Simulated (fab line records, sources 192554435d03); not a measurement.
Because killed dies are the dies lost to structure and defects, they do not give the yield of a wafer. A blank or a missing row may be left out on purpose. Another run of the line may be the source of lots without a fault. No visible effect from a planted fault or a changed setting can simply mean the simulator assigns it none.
What tool caused it? || flow n5 finfet || Sampling: 9 lots, 26 wafers, 5 of 1938 route steps

## WHAT EACH GAUGE READ, for each wafer
N5_BEOL_M4_RC_MEAS_101. Usual: DIBL_N 36.4 mV/V, standard deviation 1.9; DIBL_P 35.8 mV/V, standard deviation 2.1; IOFF_N 0.158 nA/um, standard deviation 0.029; IOFF_P 0.21 nA/um, standard deviation 0.035; ION_N 676 uA/um, standard deviation 14; ION_P 465 uA/um, standard deviation 9.7; SS_N 71.5 mV/dec, standard deviation 0.66; SS_P 73.4 mV/dec, standard deviation 0.7; VT_N 249.8 mV, standard deviation 3; VT_P -250 mV, standard deviation 3.3.
{"lot": "L902", "measured": "day 9 10:20", "on": "prober-01", "DIBL_N (mV/V)": "38.5 37.8 37.9", "DIBL_P (mV/V)": "39.9 36.8 37.4", "IOFF_N (nA/um)": "0.219 0.196 0.190", "IOFF_P (nA/um)": "0.27 0.21 0.21", "ION_N (uA/um)": "677 677 665", "ION_P (uA/um)": "463 455 452", "SS_N (mV/dec)": "71.9 72.8 72.8", "SS_P (mV/dec)": "75.0 73.8 74.1", "VT_N (mV)": "242.7 249.7 250.0", "VT_P (mV)": "-249 -251 -253", "flag": ""}
{"lot": "L905", "measured": "day 9 17:47", "on": "prober-01", "DIBL_N (mV/V)": "37.6 35.9 36.8", "DIBL_P (mV/V)": "38.6 36.5 36.9", "IOFF_N (nA/um)": "0.163 0.137 0.157", "IOFF_P (nA/um)": "0.19 0.17 0.17", "ION_N (uA/um)": "661 650 659", "ION_P (uA/um)": "446 443 446", "SS_N (mV/dec)": "70.9 71.0 71.7", "SS_P (mV/dec)": "73.8 73.6 73.1", "VT_N (mV)": "250.5 253.8 250.6", "VT_P (mV)": "-253 -256 -257", "flag": ""}
{"lot": "L906", "measured": "day 9 19:14", "on": "prober-02", "DIBL_N (mV/V)": "38.7 37.0", "DIBL_P (mV/V)": "39.5 37.7", "IOFF_N (nA/um)": "0.200 0.170", "IOFF_P (nA/um)": "0.23 0.21", "ION_N (uA/um)": "693 694", "ION_P (uA/um)": "465 473", "SS_N (mV/dec)": "72.1 71.2", "SS_P (mV/dec)": "74.2 73.7", "VT_N (mV)": "246.4 248.1", "VT_P (mV)": "-250 -253", "flag": ""}
{"lot": "L910", "measured": "day 11 02:13", "on": "prober-02", "DIBL_N (mV/V)": "36.7 33.3 37.8", "DIBL_P (mV/V)": "36.4 32.6 36.6", "IOFF_N (nA/um)": "0.161 0.110 0.167", "IOFF_P (nA/um)": "0.22 0.17 0.23", "ION_N (uA/um)": "684 675 667", "ION_P (uA/um)": "468 465 461", "SS_N (mV/dec)": "72.4 70.9 72.5", "SS_P (mV/dec)": "73.9 72.2 73.8", "VT_N (mV)": "250.9 255.0 252.5", "VT_P (mV)": "-247 -251 -246", "flag": ""}
{"lot": "L912", "measured": "day 11 11:07", "on": "prober-01", "DIBL_N (mV/V)": "37.8 34.9 35.2", "DIBL_P (mV/V)": "36.9 32.9 33.9", "IOFF_N (nA/um)": "0.182 0.128 0.140", "IOFF_P (nA/um)": "0.23 0.16 0.19", "ION_N (uA/um)": "700 675 663", "ION_P (uA/um)": "476 465 458", "SS_N (mV/dec)": "72.1 71.0 71.0", "SS_P (mV/dec)": "74.9 72.7 73.7", "VT_N (mV)": "248.2 252.3 253.5", "VT_P (mV)": "-247 -255 -253", "flag": ""}
{"lot": "L922", "measured": "day 14 17:25", "on": "prober-02", "DIBL_N (mV/V)": "38.4 35.8 39.0", "DIBL_P (mV/V)": "37.8 33.4 37.1", "IOFF_N (nA/um)": "0.196 0.134 0.208", "IOFF_P (nA/um)": "0.23 0.17 0.23", "ION_N (uA/um)": "676 666 665", "ION_P (uA/um)": "461 454 457", "SS_N (mV/dec)": "72.1 70.3 72.7", "SS_P (mV/dec)": "73.7 72.7 73.9", "VT_N (mV)": "247.2 250.9 247.2", "VT_P (mV)": "-247 -251 -250", "flag": ""}
{"lot": "L923", "measured": "day 14 17:02", "on": "prober-01", "DIBL_N (mV/V)": "36.4 37.4 35.7", "DIBL_P (mV/V)": "37.0 37.0 35.5", "IOFF_N (nA/um)": "0.159 0.168 0.139", "IOFF_P (nA/um)": "0.23 0.22 0.21", "ION_N (uA/um)": "691 676 679", "ION_P (uA/um)": "473 466 472", "SS_N (mV/dec)": "70.7 71.6 71.5", "SS_P (mV/dec)": "73.3 73.9 73.3", "VT_N (mV)": "250.1 248.1 253.4", "VT_P (mV)": "-250 -250 -250", "flag": ""}
{"lot": "L924", "measured": "day 14 22:58", "on": "prober-02", "DIBL_N (mV/V)": "37.2 35.6 36.6", "DIBL_P (mV/V)": "37.9 36.8 37.2", "IOFF_N (nA/um)": "0.162 0.142 0.151", "IOFF_P (nA/um)": "0.22 0.20 0.22", "ION_N (uA/um)": "671 679 670", "ION_P (uA/um)": "459 464 461", "SS_N (mV/dec)": "72.3 71.2 71.8", "SS_P (mV/dec)": "73.8 72.9 73.7", "VT_N (mV)": "250.7 250.5 252.0", "VT_P (mV)": "-250 -249 -248", "flag": ""}
{"lot": "L925", "measured": "day 15 10:07", "on": "prober-01", "DIBL_N (mV/V)": "33.6 31.6 30.2", "DIBL_P (mV/V)": "33.7 31.8 30.0", "IOFF_N (nA/um)": "0.126 0.110 0.091", "IOFF_P (nA/um)": "0.18 0.16 0.14", "ION_N (uA/um)": "668 667 652", "ION_P (uA/um)": "463 462 455", "SS_N (mV/dec)": "72.0 70.6 70.8", "SS_P (mV/dec)": "72.9 72.2 71.9", "VT_N (mV)": "252.8 253.3 257.4", "VT_P (mV)": "-250 -254 -254", "flag": ""}

## WHICH TOOL RAN EACH LOT (tool, then ch and the chambers of the sampled wafers, then the start)
{"lot": "L902", "N5_GATE_CUT_HM_OPEN_40": "rie diel-02 ch 0,2,3, day 4 16:01", "N5_GATE_CUT_CUT_ETCH_54": "rie metal-03 ch 0,1, day 4 16:18", "N5_GATE_CUT_STRIP_21": "plasma asher-01 ch 0,1, day 4 16:32", "N5_GATE_CUT_CMP_23": "cmp-01 ch 0,2,3, day 4 18:22"}
{"lot": "L905", "N5_GATE_CUT_HM_OPEN_40": "rie diel-06 ch 0,1,3, day 5 11:20", "N5_GATE_CUT_CUT_ETCH_54": "rie metal-03 ch 0,1, day 5 11:37", "N5_GATE_CUT_STRIP_21": "plasma asher-02 ch 0,1, day 5 11:50", "N5_GATE_CUT_CMP_23": "cmp-03 ch 0,3, day 5 13:28"}
{"lot": "L906", "N5_GATE_CUT_HM_OPEN_40": "rie diel-02 ch 2,3, day 5 12:07", "N5_GATE_CUT_CUT_ETCH_54": "rie metal-03 ch 1, day 5 12:25", "N5_GATE_CUT_STRIP_21": "plasma asher-01 ch 0,1, day 5 12:38", "N5_GATE_CUT_CMP_23": "cmp-03 ch 2,3, day 5 14:19"}
{"lot": "L910", "N5_GATE_CUT_HM_OPEN_40": "rie diel-02 ch 1,3, day 6 12:46", "N5_GATE_CUT_CUT_ETCH_54": "rie metal-02 ch 1, day 6 13:07", "N5_GATE_CUT_STRIP_21": "plasma asher-02 ch 0,1, day 6 13:34", "N5_GATE_CUT_CMP_23": "cmp-03 ch 0,1,3, day 6 15:16"}
{"lot": "L912", "N5_GATE_CUT_HM_OPEN_40": "rie diel-02 ch 2,3, day 7 05:30", "N5_GATE_CUT_CUT_ETCH_54": "rie metal-01 ch 0,1, day 7 05:47", "N5_GATE_CUT_STRIP_21": "plasma asher-01 ch 0,1, day 7 06:01", "N5_GATE_CUT_CMP_23": "cmp-03 ch 0,1,3, day 7 07:40"}
{"lot": "L922", "N5_GATE_CUT_HM_OPEN_40": "rie diel-06 ch 1,3, day 9 15:35", "N5_GATE_CUT_CUT_ETCH_54": "rie metal-03 ch 0, day 9 15:58", "N5_GATE_CUT_STRIP_21": "plasma asher-01 ch 0,1, day 9 16:44", "N5_GATE_CUT_CMP_23": "cmp-01 ch 0,1, day 9 18:31"}
{"lot": "L923", "N5_GATE_CUT_HM_OPEN_40": "rie diel-06 ch 1,2,3, day 9 18:23", "N5_GATE_CUT_CUT_ETCH_54": "rie metal-03 ch 0, day 9 18:44", "N5_GATE_CUT_STRIP_21": "plasma asher-01 ch 0,1, day 9 19:16", "N5_GATE_CUT_CMP_23": "cmp-02 ch 0,1,3, day 9 22:16"}
{"lot": "L924", "N5_GATE_CUT_HM_OPEN_40": "rie diel-01 ch 1,2,3, day 10 04:16", "N5_GATE_CUT_CUT_ETCH_54": "rie metal-01 ch 1, day 10 04:37", "N5_GATE_CUT_STRIP_21": "plasma asher-01 ch 0,1, day 10 05:04", "N5_GATE_CUT_CMP_23": "cmp-02 ch 0,3, day 10 07:29"}
{"lot": "L925", "N5_GATE_CUT_HM_OPEN_40": "rie diel-02 ch 2,3, day 10 06:34", "N5_GATE_CUT_CUT_ETCH_54": "rie metal-02 ch 0,1, day 10 06:52", "N5_GATE_CUT_STRIP_21": "plasma asher-01 ch 0,1, day 10 07:07", "N5_GATE_CUT_CMP_23": "cmp-01 ch 0,1,3, day 10 08:45"}
- N5_GATE_CUT_HM_OPEN_40: chemistry C4F6/O2, target SiO2, target depth 139 nm, time 85.1 s.
- N5_GATE_CUT_CUT_ETCH_54: etches TiN in Cl2/BCl3, target depth 96.7 nm.
- N5_GATE_CUT_STRIP_21: strips in N2/H2, time 30 s.
- N5_GATE_CUT_CMP_23: polishes, stops on SiO2, t overpolish 23.4 s, target thk 16 nm.

## AS READ BY THE TOOLS THEMSELVES (means over the sampled wafers that have a number; for cases with no such wafer, the mark the record gives instead)
N5_GATE_CUT_HM_OPEN_40. Usual: value, then standard deviation, for each; drypump motor current A 6.1 A / 0.47; etch rf on time s 95.5 s / 1.8; oes product au 0.68 a.u. / 0.057; rf fwd power W 342.2 W / 1.3; rf vpp V 666 V / 8.5; showerhead plenum p Torr 2.79 Torr / 0.12; throttle valve pct 20.99 % / 0.22.
{"lot": "L902", "tool": "rie diel-02", "drypump motor current A (A)": 6.5, "etch rf on time s (s)": 96.4, "oes product au (a.u.)": 0.68, "rf fwd power W (W)": 343.5, "rf vpp V (V)": 658, "showerhead plenum p Torr (Torr)": 2.70, "throttle valve pct (%)": 21.02, "flag": ""}
{"lot": "L905", "tool": "rie diel-06", "drypump motor current A (A)": 6.2, "etch rf on time s (s)": 95.8, "oes product au (a.u.)": 0.68, "rf fwd power W (W)": 342.9, "rf vpp V (V)": 669, "showerhead plenum p Torr (Torr)": 2.72, "throttle valve pct (%)": 20.87, "flag": ""}
{"lot": "L906", "tool": "rie diel-02", "drypump motor current A (A)": 6.4, "etch rf on time s (s)": 94.5, "oes product au (a.u.)": 0.70, "rf fwd power W (W)": 341.5, "rf vpp V (V)": 660, "showerhead plenum p Torr (Torr)": 2.70, "throttle valve pct (%)": 21.14, "flag": ""}
{"lot": "L910", "tool": "rie diel-02", "drypump motor current A (A)": 5.7, "etch rf on time s (s)": 95.9, "oes product au (a.u.)": 0.68, "rf fwd power W (W)": 341.6, "rf vpp V (V)": 671, "showerhead plenum p Torr (Torr)": 2.89, "throttle valve pct (%)": 21.04, "flag": ""}
{"lot": "L912", "tool": "rie diel-02", "drypump motor current A (A)": 6.5, "etch rf on time s (s)": 96.1, "oes product au (a.u.)": 0.69, "rf fwd power W (W)": 341.9, "rf vpp V (V)": 661, "showerhead plenum p Torr (Torr)": 2.68, "throttle valve pct (%)": 21.11, "flag": ""}
{"lot": "L922", "tool": "rie diel-06", "drypump motor current A (A)": 6.4, "etch rf on time s (s)": 95.7, "oes product au (a.u.)": 0.66, "rf fwd power W (W)": 341.0, "rf vpp V (V)": 666, "showerhead plenum p Torr (Torr)": 2.66, "throttle valve pct (%)": 20.94, "flag": ""}
{"lot": "L923", "tool": "rie diel-06", "drypump motor current A (A)": 6.1, "etch rf on time s (s)": 93.7, "oes product au (a.u.)": 0.67, "rf fwd power W (W)": 343.1, "rf vpp V (V)": 671, "showerhead plenum p Torr (Torr)": 2.75, "throttle valve pct (%)": 20.94, "flag": ""}
{"lot": "L924", "tool": "rie diel-01", "drypump motor current A (A)": 5.7, "etch rf on time s (s)": 95.5, "oes product au (a.u.)": 0.64, "rf fwd power W (W)": 342.1, "rf vpp V (V)": 667, "showerhead plenum p Torr (Torr)": 2.83, "throttle valve pct (%)": 21.15, "flag": ""}
{"lot": "L925", "tool": "rie diel-02", "drypump motor current A (A)": 6.3, "etch rf on time s (s)": 95.7, "oes product au (a.u.)": 0.66, "rf fwd power W (W)": 341.5, "rf vpp V (V)": 660, "showerhead plenum p Torr (Torr)": 2.69, "throttle valve pct (%)": 21.25, "flag": ""}

N5_GATE_CUT_CUT_ETCH_54. Usual: drypump motor current A 5.7 A, standard deviation 0.46; etch rf on time s 36.6 s, standard deviation 0.54; oes product au 0.69 a.u., standard deviation 0.11; rf fwd power W 978 W, standard deviation 4.1; throttle valve pct 22.25 %, standard deviation 0.28.
{"lot": "L902", "tool": "rie metal-03", "drypump motor current A (A)": 5.4, "etch rf on time s (s)": 36.8, "oes product au (a.u.)": 0.70, "rf fwd power W (W)": 980, "throttle valve pct (%)": 22.31, "flag": ""}
{"lot": "L905", "tool": "rie metal-03", "drypump motor current A (A)": 5.4, "etch rf on time s (s)": 36.8, "oes product au (a.u.)": 0.69, "rf fwd power W (W)": 978, "throttle valve pct (%)": 22.32, "flag": ""}
{"lot": "L906", "tool": "rie metal-03", "drypump motor current A (A)": 5.3, "etch rf on time s (s)": 36.8, "oes product au (a.u.)": 0.56, "rf fwd power W (W)": 974, "throttle valve pct (%)": 22.63, "flag": ""}
{"lot": "L910", "tool": "rie metal-02", "drypump motor current A (A)": 5.9, "etch rf on time s (s)": 35.8, "oes product au (a.u.)": 0.82, "rf fwd power W (W)": 979, "throttle valve pct (%)": 21.85, "flag": ""}
{"lot": "L912", "tool": "rie metal-01", "drypump motor current A (A)": 6.2, "etch rf on time s (s)": 37.0, "oes product au (a.u.)": 0.61, "rf fwd power W (W)": 983, "throttle valve pct (%)": 22.46, "flag": ""}
{"lot": "L922", "tool": "rie metal-03", "drypump motor current A (A)": 5.5, "etch rf on time s (s)": 37.3, "oes product au (a.u.)": 0.71, "rf fwd power W (W)": 981, "throttle valve pct (%)": 22.18, "flag": ""}
{"lot": "L923", "tool": "rie metal-03", "drypump motor current A (A)": 5.5, "etch rf on time s (s)": 36.6, "oes product au (a.u.)": 0.72, "rf fwd power W (W)": 977, "throttle valve pct (%)": 22.18, "flag": ""}
{"lot": "L924", "tool": "rie metal-01", "drypump motor current A (A)": 6.0, "etch rf on time s (s)": 36.4, "oes product au (a.u.)": 0.64, "rf fwd power W (W)": 981, "throttle valve pct (%)": 22.45, "flag": ""}
{"lot": "L925", "tool": "rie metal-02", "drypump motor current A (A)": 5.6, "etch rf on time s (s)": 36.1, "oes product au (a.u.)": 0.78, "rf fwd power W (W)": 977, "throttle valve pct (%)": 21.94, "flag": ""}

N5_GATE_CUT_STRIP_21. Usual: drypump motor current A 6.0 A, standard deviation 0.45; heater power w 331 W, standard deviation 43; n2 flow sccm 1749 sccm, standard deviation 5.5.
{"lot": "L902", "tool": "plasma asher-01", "drypump motor current A (A)": 6.3, "heater power w (W)": 318, "n2 flow sccm (sccm)": 1747, "flag": ""}
{"lot": "L905", "tool": "plasma asher-02", "drypump motor current A (A)": 5.7, "heater power w (W)": 310, "n2 flow sccm (sccm)": 1749, "flag": ""}
{"lot": "L906", "tool": "plasma asher-01", "drypump motor current A (A)": 6.1, "heater power w (W)": 337, "n2 flow sccm (sccm)": 1744, "flag": ""}
{"lot": "L910", "tool": "plasma asher-02", "drypump motor current A (A)": 5.7, "heater power w (W)": 310, "n2 flow sccm (sccm)": 1750, "flag": ""}
{"lot": "L912", "tool": "plasma asher-01", "drypump motor current A (A)": 6.3, "heater power w (W)": 319, "n2 flow sccm (sccm)": 1742, "flag": ""}
{"lot": "L922", "tool": "plasma asher-01", "drypump motor current A (A)": 5.9, "heater power w (W)": 360, "n2 flow sccm (sccm)": 1751, "flag": ""}
{"lot": "L923", "tool": "plasma asher-01", "drypump motor current A (A)": 5.9, "heater power w (W)": 350, "n2 flow sccm (sccm)": 1747, "flag": ""}
{"lot": "L924", "tool": "plasma asher-01", "drypump motor current A (A)": 6.3, "heater power w (W)": 318, "n2 flow sccm (sccm)": 1747, "flag": ""}
{"lot": "L925", "tool": "plasma asher-01", "drypump motor current A (A)": 6.3, "heater power w (W)": 324, "n2 flow sccm (sccm)": 1742, "flag": ""}

N5_GATE_CUT_CMP_23. Usual: motor current A 9.1 A, standard deviation 0.69; overpolish run s 23.400 s, standard deviation 0.0081; time to endpoint s 20.3 s, standard deviation 2.3.
{"lot": "L902", "tool": "cmp-01", "motor current A (A)": 9.3, "overpolish run s (s)": 23.403, "time to endpoint s (s)": 21.3, "flag": ""}
{"lot": "L905", "tool": "cmp-03", "motor current A (A)": 8.8, "overpolish run s (s)": 23.409, "time to endpoint s (s)": 22.9, "flag": ""}
{"lot": "L906", "tool": "cmp-03", "motor current A (A)": 9.2, "overpolish run s (s)": 23.404, "time to endpoint s (s)": 19.9, "flag": ""}
{"lot": "L910", "tool": "cmp-03", "motor current A (A)": 9.0, "overpolish run s (s)": 23.402, "time to endpoint s (s)": 41.4, "flag": "OFF"}
{"lot": "L912", "tool": "cmp-03", "motor current A (A)": 9.1, "overpolish run s (s)": 23.406, "time to endpoint s (s)": 39.0, "flag": "OFF"}
{"lot": "L922", "tool": "cmp-01", "motor current A (A)": 8.7, "overpolish run s (s)": 23.400, "time to endpoint s (s)": 19.0, "flag": ""}
{"lot": "L923", "tool": "cmp-02", "motor current A (A)": 8.7, "overpolish run s (s)": 23.399, "time to endpoint s (s)": 22.5, "flag": ""}
{"lot": "L924", "tool": "cmp-02", "motor current A (A)": 9.2, "overpolish run s (s)": 23.400, "time to endpoint s (s)": 20.9, "flag": ""}
{"lot": "L925", "tool": "cmp-01", "motor current A (A)": 9.2, "overpolish run s (s)": 23.404, "time to endpoint s (s)": 20.3, "flag": ""}

## THE ANSWER, worked out from the rows above alone
Rule: a lot is off if the mean of its wafers that have a number lies more than 3 standard deviations from the usual mean. Also off: a lot with no number at a reading for which 4 or more lots have one. Any other lot the step has rows for is counted as sound. Order of review: gauges by route order, followed by the tools' own readings, for which a lot's mean as printed above is used. The first step at which some lot is off is used, and at that step the reading that is off furthest; a lot without a number counts as furthest.
Off at N5_GATE_CUT_CMP_23 (time to endpoint s): L910, L912.
A tool fits if, at that step or a process step before it, it ran every lot that is off, and no sound lot after the first of them. One candidate fits, namely cmp-03 at N5_GATE_CUT_CMP_23. A fault onset in the window from L906 (day 5 14:19, its last sound lot) to L910 (day 6 15:16, its first lot off) fits.
The tool's own readings at N5_GATE_CUT_CMP_23 bear it out: on the lots that are off they differ by more than 5 times the standard deviation of the sound lots' means. time to endpoint s reads 40.2 s there against 21.0 s on the sound lots.

## WHAT THE SIMULATOR HAD PUT IN
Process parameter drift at N5_GATE_CUT_CMP_23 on cmp-03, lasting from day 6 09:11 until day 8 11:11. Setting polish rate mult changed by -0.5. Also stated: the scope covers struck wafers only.
Struck lots among those shown: L910, L912. The rule above found the same.
